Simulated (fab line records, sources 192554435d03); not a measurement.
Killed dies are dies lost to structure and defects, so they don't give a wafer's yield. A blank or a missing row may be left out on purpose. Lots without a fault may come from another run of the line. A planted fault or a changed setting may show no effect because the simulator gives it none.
Which tool did it? | flow n5_finfet | 12 lots, 34 wafers sampled, at 5 steps of a route of 1938

WHAT THE GAUGES READ, wafer by wafer
The record holds no reading of a measuring or inspecting step that can be judged against a usual standard deviation.

WHICH TOOL RAN EACH LOT (tool, then ch and the chambers of the sampled wafers, then the start)
lot  | N5_BEOL_M8_CURE_75            | N5_BEOL_M8_PRE_CLEAN_45      | N5_BEOL_M8_SURFACE_TREAT_79  | N5_BEOL_M8_CMP_52             | N5_PASSIVATION_PROBE_49
L838 | uv_cure-01 ch 1, day 8 21:21  | pvd_sputter-02, day 8 21:47  | pvd_sputter-01, day 8 22:10  | cmp-01 ch 0,1,2, day 8 23:29  | prober-01, day 11 10:26
L839 | uv_cure-03 ch 2, day 9 18:37  | pvd_sputter-03, day 9 19:14  | pvd_sputter-03, day 9 19:56  | cmp-03 ch 1,2,3, day 9 20:57  | prober-01, day 12 13:37
L840 | uv_cure-03 ch 2, day 10 10:41 | pvd_sputter-01, day 10 11:18 | pvd_sputter-01, day 10 11:40 | cmp-01 ch 1,2,3, day 10 12:32 | prober-01, day 13 04:17
L842 | uv_cure-03 ch 2, day 11 01:10 | pvd_sputter-01, day 11 01:36 | pvd_sputter-03, day 11 01:57 | cmp-01 ch 1,2,3, day 11 02:44 | prober-01, day 13 09:22
L844 | uv_cure-02 ch 2, day 11 04:26 | pvd_sputter-03, day 11 05:22 | pvd_sputter-03, day 11 05:47 | cmp-02 ch 1,3, day 11 06:32   | prober-01, day 13 23:16
L845 | uv_cure-03 ch 1, day 11 09:05 | pvd_sputter-03, day 11 09:35 | pvd_sputter-03, day 11 10:02 | cmp-02 ch 0,1,2, day 11 11:51 | prober-01, day 14 08:56
L847 | uv_cure-03 ch 0, day 11 10:44 | pvd_sputter-02, day 11 11:20 | pvd_sputter-02, day 11 11:47 | cmp-03 ch 0,2,3, day 11 12:39 | prober-01, day 14 07:12
L852 | uv_cure-01 ch 2, day 13 10:43 | pvd_sputter-03, day 13 11:11 | pvd_sputter-01, day 13 11:40 | cmp-02 ch 1,3, day 13 13:01   | prober-02, day 16 00:05
L855 | uv_cure-01 ch 0, day 14 02:34 | pvd_sputter-02, day 14 04:23 | pvd_sputter-02, day 14 04:44 | cmp-01 ch 0,1,3, day 14 05:28 | prober-02, day 16 23:07
L857 | uv_cure-01 ch 1, day 14 07:38 | pvd_sputter-03, day 14 07:50 | pvd_sputter-03, day 14 08:13 | cmp-02 ch 3, day 14 09:07     | prober-02, day 17 08:31
L859 | uv_cure-02 ch 1, day 14 15:09 | pvd_sputter-02, day 14 16:29 | pvd_sputter-03, day 14 16:56 | cmp-03 ch 0,1,2, day 14 19:11 | prober-02, day 17 14:28
L860 | uv_cure-02 ch 0, day 14 17:03 | pvd_sputter-01, day 14 17:29 | pvd_sputter-03, day 14 19:13 | cmp-02 ch 2,3, day 14 19:55   | prober-01, day 17 18:26
- N5_BEOL_M8_CURE_75: cures SiCOH lowk, time 120 s.
- N5_BEOL_M8_PRE_CLEAN_45: time 30 s.
- N5_BEOL_M8_SURFACE_TREAT_79
- N5_BEOL_M8_CMP_52: polishes, stops on SiCOH lowk, t overpolish 6.9 s, target thk 80 nm.
- N5_PASSIVATION_PROBE_49

WHAT THE TOOLS THEMSELVES READ (means of the sampled wafers that have a number; where no wafer has one, the mark that the record gives instead)
N5_BEOL_M8_CURE_75.
lot  | tool       | lamp_power_pct (%) | run_length_s (s) | wafer_temp_C_max
L838 | uv_cure-01 | 52.34              | 178.0            | 371.4
L839 | uv_cure-03 | 52.31              | 177.1            | 372.7
L840 | uv_cure-03 | 52.31              | 177.3            | 372.8
L842 | uv_cure-03 | 52.32              | 177.3            | 372.8
L844 | uv_cure-02 | 52.36              | 176.9            | 372.9
L845 | uv_cure-03 | 52.31              | 177.4            | 371.7
L847 | uv_cure-03 | 52.29              | 178.8            | 371.5
L852 | uv_cure-01 | 51.91              | 168.9            | 371.2
L855 | uv_cure-01 | 52.04              | 171.9            | 372.6
L857 | uv_cure-01 | 51.44              | 160.8            | 371.2
L859 | uv_cure-02 | 52.34              | 178.5            | 372.3
L860 | uv_cure-02 | 52.29              | 178.6            | 371.9

N5_BEOL_M8_PRE_CLEAN_45.
lot  | tool           | heater_power_w (W)
L838 | pvd_sputter-02 | 326
L839 | pvd_sputter-03 | 324
L840 | pvd_sputter-01 | 329
L842 | pvd_sputter-01 | 344
L844 | pvd_sputter-03 | 344
L845 | pvd_sputter-03 | 325
L847 | pvd_sputter-02 | 310
L852 | pvd_sputter-03 | 336
L855 | pvd_sputter-02 | 310
L857 | pvd_sputter-03 | 336
L859 | pvd_sputter-02 | 294
L860 | pvd_sputter-01 | 325

N5_BEOL_M8_CMP_52.
lot  | tool   | barrier_field_endpoint_s (s) | clearing_platen_down_force_psi (psi) | motor_current_A (A) | overpolish_run_s (s) | pad_life_wafers | time_to_endpoint_s (s)
L838 | cmp-01 | 29.5                         | 1.501                                | 6.2                 | 6.902                | 1562            | 64.5
L839 | cmp-03 | 29.3                         | 1.501                                | 6.1                 | 6.903                | 1688            | 65.2
L840 | cmp-01 | 28.3                         | 1.496                                | 6.1                 | 6.895                | 1801            | 61.9
L842 | cmp-01 | 29.4                         | 1.500                                | 6.3                 | 6.903                | 1928            | 63.2
L844 | cmp-02 | 29.3                         | 1.500                                | 6.0                 | 6.906                | 625             | 61.5
L845 | cmp-02 | 29.1                         | 1.501                                | 5.2                 | 6.899                | 674             | 64.1
L847 | cmp-03 | 28.2                         | 1.500                                | 6.1                 | 6.891                | 2025            | 60.2
L852 | cmp-02 | 28.5                         | 1.500                                | 5.4                 | 6.900                | 1040            | 62.1
L855 | cmp-01 | 28.5                         | 1.502                                | 6.3                 | 6.906                | 374             | 61.1
L857 | cmp-02 | 28.6                         | 1.502                                | 6.3                 | 6.892                | 1188            | 60.8
L859 | cmp-03 | 29.2                         | 1.499                                | 6.2                 | 6.898                | 615             | 60.2
L860 | cmp-02 | 29.3                         | 1.500                                | 5.7                 | 6.893                | 1284            | 65.8

N5_PASSIVATION_PROBE_49.
lot  | tool      | defect_limited_yield (%) | killed_at_M0_to_M3 | killed_at_M4_up | killed_at_contacts | killed_at_front_end | killed_at_other | killed_dies | killed_open | killed_short | sort_bin_5_function (%) | sort_bin_6_memory (%) | sort_bin_8_speed (%) | sort_n_pass | sort_yield_pct (%)
L838 | prober-01 | 92.6                     | 30                 | 13              | 6                  | 37                  | 1               | 87          | 60          | 26           | 4.7                     | 2.2                   | 0.00                 | 1093        | 92.6
L839 | prober-01 | 92.9                     | 28                 | 11              | 11                 | 31                  | 4               | 84          | 56          | 25           | 4.0                     | 2.8                   | 0.08                 | 1095        | 92.8
L840 | prober-01 | 92.1                     | 29                 | 14              | 8                  | 33                  | 9               | 93          | 56          | 34           | 4.8                     | 2.6                   | 0.00                 | 1087        | 92.1
L842 | prober-01 | 91.7                     | 43                 | 12              | 7                  | 33                  | 3               | 98          | 64          | 32           | 5.0                     | 3.1                   | 0.00                 | 1082        | 91.7
L844 | prober-01 | 90.9                     | 45                 | 11              | 7                  | 37                  | 7               | 107         | 59          | 46           | 5.4                     | 3.2                   | 0.00                 | 1073        | 90.9
L845 | prober-01 | 92.1                     | 38                 | 9               | 13                 | 30                  | 4               | 93          | 61          | 32           | 4.6                     | 3.3                   | 0.00                 | 1087        | 92.1
L847 | prober-01 | 93.0                     | 23                 | 12              | 11                 | 29                  | 7               | 82          | 54          | 26           | 4.0                     | 2.7                   | 0.00                 | 1098        | 93.0
L852 | prober-02 | 90.2                     | 32                 | 16              | 8                  | 56                  | 2               | 115         | 78          | 34           | 5.4                     | 4.0                   | 0.00                 | 1065        | 90.2
L855 | prober-02 | 90.7                     | 29                 | 20              | 10                 | 44                  | 6               | 109         | 71          | 38           | 5.7                     | 3.3                   | 0.00                 | 1071        | 90.7
L857 | prober-02 | 91.2                     | 23                 | 16              | 14                 | 48                  | 2               | 104         | 68          | 34           | 4.9                     | 3.7                   | 0.00                 | 1076        | 91.2
L859 | prober-02 | 93.5                     | 28                 | 10              | 9                  | 26                  | 3               | 77          | 48          | 28           | 3.9                     | 2.6                   | 0.00                 | 1103        | 93.5
L860 | prober-01 | 93.1                     | 39                 | 9               | 4                  | 27                  | 3               | 81          | 53          | 27           | 4.1                     | 2.5                   | 0.00                 | 1099        | 93.1

THE ANSWER, worked out from the rows above alone
Rule: what is usual is taken from the lots themselves. Put in order of their means at a reading, lots are off if they are a third of the lots or fewer, leave a main group of 4 or more, and stand apart from it by a gap of 3 or more times the standard deviation of the main group's means; of several such gaps the widest counts. A main group whose means are all the same, to the digits that the tables above print for the reading, isn't used. A lot without any number at a reading at which 4 lots or more have one is off too. The other lots that the step has rows for count as sound. The gauges are gone through in route order, then the tools' own readings, and for those a lot's mean is taken as printed above. The first step at which some lot is off is used, and at that step the reading that is off furthest; a lot without a number counts as furthest.
Off: L852, L855, L857, at N5_BEOL_M8_CURE_75 (lamp_power_pct). The main group: mean 52.32 %, standard deviation 0.022.
A tool fits if, at that step or a process step before it, it ran every lot that is off, and no sound lot after the first of them. One fits: uv_cure-01 at N5_BEOL_M8_CURE_75. Its last sound lot is L838 (day 8 21:21), its first lot that is off L852 (day 13 10:43): a fault that began between those two fits.
The tool's own readings at N5_BEOL_M8_CURE_75 bear it out: on the lots that are off they differ by more than 5 times the standard deviation of the sound lots' means. lamp_power_pct reads 51.80 % there against 52.32 % on the sound lots; run_length_s reads 167.2 s there against 177.8 s on the sound lots.

WHAT THE SIMULATOR HAD PUT IN
Process parameter drift: uv_cure-01, from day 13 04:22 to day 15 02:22, at N5_BEOL_M8_CURE_75. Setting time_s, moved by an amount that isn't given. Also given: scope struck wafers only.
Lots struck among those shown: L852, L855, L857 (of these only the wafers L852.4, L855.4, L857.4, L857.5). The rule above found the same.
